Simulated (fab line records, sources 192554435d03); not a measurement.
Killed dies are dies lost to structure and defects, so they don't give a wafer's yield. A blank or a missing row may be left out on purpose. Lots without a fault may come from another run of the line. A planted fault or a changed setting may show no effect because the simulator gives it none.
Which tool did it? | flow n5_finfet | 10 lots, 30 wafers sampled, at 5 steps of a route of 1938

WHAT THE GAUGES READ, wafer by wafer
N5_BEOL_M5_THK_MEAS_01.
lot  | measured     | on            | M5_ILD_THK (nm)
L402 | day 7 16:42  | film_metro-01 | 120.5 119.2 120.3
L404 | day 8 02:28  | film_metro-02 | 116.4 122.2 121.9
L409 | day 9 11:38  | film_metro-02 | 118.8 121.1 118.6
L411 | day 10 03:38 | film_metro-02 | 119.3 122.1 124.2
L413 | day 10 17:05 | film_metro-02 | 138.4 140.7 138.8
L414 | day 11 03:41 | film_metro-02 | 138.6 140.4 140.7
L419 | day 12 01:45 | film_metro-01 | 119.8 120.0 122.4
L421 | day 12 11:19 | film_metro-02 | 119.1 120.5 123.3
L423 | day 13 03:52 | film_metro-02 | 116.6 120.6 120.1
L424 | day 13 20:53 | film_metro-02 | 119.2 118.7 121.9

WHICH TOOL RAN EACH LOT (tool, then ch and the chambers of the sampled wafers, then the start)
lot  | N5_BEOL_M4_ANNEAL_87         | N5_BEOL_M4_SPUTTER_96        | N5_BEOL_M4_CMP_52             | N5_BEOL_M5_CURE_79
L402 | pvd_sputter-01, day 7 13:03  | pvd_sputter-01, day 7 14:04  | cmp-03 ch 1,2,3, day 7 14:34  | uv_cure-02 ch 1, day 7 16:11
L404 | pvd_sputter-01, day 7 21:53  | pvd_sputter-01, day 7 22:55  | cmp-03 ch 1,2,3, day 7 23:32  | uv_cure-03 ch 2, day 8 01:29
L409 | pvd_sputter-01, day 9 07:43  | pvd_sputter-01, day 9 08:44  | cmp-01 ch 0,1,3, day 9 09:37  | uv_cure-01 ch 0, day 9 11:17
L411 | pvd_sputter-03, day 9 22:28  | pvd_sputter-03, day 9 23:29  | cmp-01 ch 0,1,2, day 10 01:30 | uv_cure-01 ch 1, day 10 03:13
L413 | pvd_sputter-02, day 10 13:26 | pvd_sputter-02, day 10 14:27 | cmp-01 ch 0,2,3, day 10 14:56 | uv_cure-03 ch 2, day 10 16:35
L414 | pvd_sputter-03, day 11 00:01 | pvd_sputter-03, day 11 01:02 | cmp-03 ch 1,2,3, day 11 01:32 | uv_cure-03 ch 1, day 11 03:10
L419 | pvd_sputter-02, day 11 21:58 | pvd_sputter-02, day 11 22:59 | cmp-02 ch 1,2, day 11 23:36   | uv_cure-02 ch 2, day 12 01:14
L421 | pvd_sputter-03, day 12 07:29 | pvd_sputter-03, day 12 08:30 | cmp-02 ch 0,1,2, day 12 09:16 | uv_cure-03 ch 1, day 12 10:52
L423 | pvd_sputter-01, day 13 00:10 | pvd_sputter-01, day 13 01:11 | cmp-01 ch 0,2,3, day 13 01:45 | uv_cure-03 ch 1, day 13 03:21
L424 | pvd_sputter-01, day 13 16:45 | pvd_sputter-01, day 13 17:46 | cmp-03 ch 0,3, day 13 18:18   | uv_cure-02 ch 0, day 13 19:54
- N5_BEOL_M4_ANNEAL_87: time 240 s.
- N5_BEOL_M4_SPUTTER_96: material Cu, target thk 4.5 nm, time 8.29 s.
- N5_BEOL_M4_CMP_52: polishes, stops on SiOC, t overpolish 6.8 s, target thk 40 nm.
- N5_BEOL_M5_CURE_79: cures SiCOH lowk, time 240 s.

THE ANSWER, worked out from the rows above alone
Rule: what is usual is taken from the lots themselves. Put in order of their means at a reading, lots are off if they are a third of the lots or fewer, leave a main group of 4 or more, and stand apart from it by a gap of 3 or more times the standard deviation of the main group's means; of several such gaps the widest counts. A main group whose means are all the same, to the digits that the tables above print for the reading, isn't used. A lot without any number at a reading at which 4 lots or more have one is off too. The other lots that the step has rows for count as sound.
Off: L413, L414, at N5_BEOL_M5_THK_MEAS_01 (M5_ILD_THK). The main group: mean 120.3 nm, standard deviation 0.82.
A tool fits if, at a process step before that reading, it ran every lot that is off, and no sound lot after the first of them. The gauges at N5_BEOL_M5_THK_MEAS_01 are tried like those tools. None of those tried fits.

WHAT THE SIMULATOR HAD PUT IN
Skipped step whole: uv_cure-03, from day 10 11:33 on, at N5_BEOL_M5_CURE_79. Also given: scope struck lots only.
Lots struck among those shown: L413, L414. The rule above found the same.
